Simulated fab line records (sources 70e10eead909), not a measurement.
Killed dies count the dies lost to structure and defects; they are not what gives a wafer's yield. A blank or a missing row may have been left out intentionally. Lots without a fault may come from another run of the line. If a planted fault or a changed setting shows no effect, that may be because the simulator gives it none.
Comparing a struck lot with a sound one    flow nand_harc    22 steps out of a route of 1302
Sound: these wafers, L159.1, L159.2, L159.4. Struck: wafer L146.2. (L146.1, L146.5 of the same lot were not struck and are left out.) The cause comes at the end.
Each step with rows lists, per side, the tool, then ch with its chambers, then its first start. Under that, the readings that differ: sound wafers    struck wafers    difference of the means    sigmas: that difference in standard deviations of wafers without a fault.
alike: a reading whose means differ by less than 2 such deviations, as well as words and numbers matching on both sides. not compared: withheld readings; readings where some wafer has no value; bounds like >300 that might hide an equal value; numbers whose values overlap and for which the record gives no deviation.
The two part at a step that has a row with sigmas, a row that says differs or no value, or rows on one side only. When numbers do not overlap yet have no deviation, they are printed without sigmas and do not part them. A reading that every wafer of one side lacks parts them only if that side has two wafers or more.

first, 9 steps without rows for these wafers: NHARC_A_ZERO_WELL_DEHYDRATE_02 (time 120 s); NHARC_A_ZERO_WELL_HMDS_03 (time 30 s); NHARC_A_ZERO_WELL_COAT_18 (time 65 s); NHARC_A_ZERO_WELL_COAT_04 (resist thk 600 nm); NHARC_A_ZERO_WELL_SOFTBAKE_05 (time 70 s); NHARC_A_ZERO_WELL_EBR_06; NHARC_A_ZERO_WELL_EXPOSE_07 (exposes mask A ZERO); NHARC_A_ZERO_WELL_PEB_08 (peb time 80 s); NHARC_A_ZERO_WELL_DEVELOP_09 (time 50 s).
NHARC_A_ZERO_WELL_CD_MEAS_10: the cd target is 2000 nm.
  sound on cd_sem-02 ch 0, day 13 14:44; struck on cd_sem-02 ch 0, day 8 11:34
  alike: cd_nm
then, 1 step without rows for these wafers: NHARC_A_ZERO_WELL_HARDBAKE_11 (time 65 s).
NHARC_A_ZERO_WELL_DESCUM_12: chemistry O2, time 3 s.
  sound on rie_diel-01 ch 0,1,2, day 13 14:53; struck on rie_diel-10 ch 2, day 8 11:44
reading                 sound     struck  difference  sigmas
rf_hours_counter_h (h)  29 25 27  3       -24         
  alike: drypump_motor_current_A, oes_product_au, rf_vpp_V, showerhead_plenum_p_Torr, throttle_valve_pct
NHARC_A_ZERO_WELL_ETCH_19: etches the open film in N2/H2, target depth 80 nm, overetch 24 nm, time 87.88 s.
  sound on rie_diel-01 ch 1,2,3, day 13 14:59; struck on rie_diel-10 ch 0, day 8 11:49
reading                 sound     struck  difference  sigmas
rf_hours_counter_h (h)  27 28 29  3       -25         
  alike: drypump_motor_current_A, oes_product_au, rf_fwd_power_W, rf_vpp_V, showerhead_plenum_p_Torr, throttle_valve_pct
NHARC_A_ZERO_WELL_ETCH_13: etches the open film in HBr/Cl2, target depth 120 nm, time 40.1 s.
  sound on rie_si-04 ch 0,1,3, day 13 15:07; struck on rie_si-02 ch 3, day 8 11:58
reading                 sound              struck  difference  sigmas
rf_fwd_power_W (W)      399.0 395.8 393.5  391.2   -4.9        -2
rf_hours_counter_h (h)  0.81 0.63 0.70     0.46    -0.25       
  alike: drypump_motor_current_A, oes_product_au, throttle_valve_pct
then, 4 steps without rows for these wafers: NHARC_A_ZERO_WELL_STRIP_14 (strips in SPM, time 900 s); NHARC_A_ZERO_WELL_IMPLANT_15; NHARC_A_ZERO_WELL_PRECLEAN_22 (cleans in SC1, time 60 s); NHARC_A_ZERO_WELL_SRD_23.
NHARC_A_ZERO_WELL_RTA_16: time 10 s.
  sound on rtp_anneal-01 ch 0, day 13 16:00; struck on rtp_anneal-01 ch 0, day 8 12:52
  alike: lamp_power_pct, wafer_temp_C_max
NHARC_A_ZERO_WELL_INSPECT_17:
  struck on defect_inspect-01, day 8 13:04; sound on defect_inspect-02, day 13 16:13
reading           sound    struck  difference  sigmas
raw_defect_count  13 12 9  1394    +1383       +99 or more
then, 1 step without rows for these wafers: NHARC_A_SOURCE_PLATE_PRECLEAN_00 (cleans in HF-LAST, time 60 s).
-- record jumps: 17 days between struck wafers' starts before vs after; left off in module A_SOURCE_PLATE, resumes in module END, first step shown is number 1302 of the route --
NHARC_END_SORT_01:
  the record has rows for the struck wafers here (prober-02 ch 0, day 25 15:50) and none for the sound ones

WHERE THEY PART
First at NHARC_A_ZERO_WELL_ETCH_13; last, within this record, at NHARC_END_SORT_01.

WHY: whatever the simulator had introduced
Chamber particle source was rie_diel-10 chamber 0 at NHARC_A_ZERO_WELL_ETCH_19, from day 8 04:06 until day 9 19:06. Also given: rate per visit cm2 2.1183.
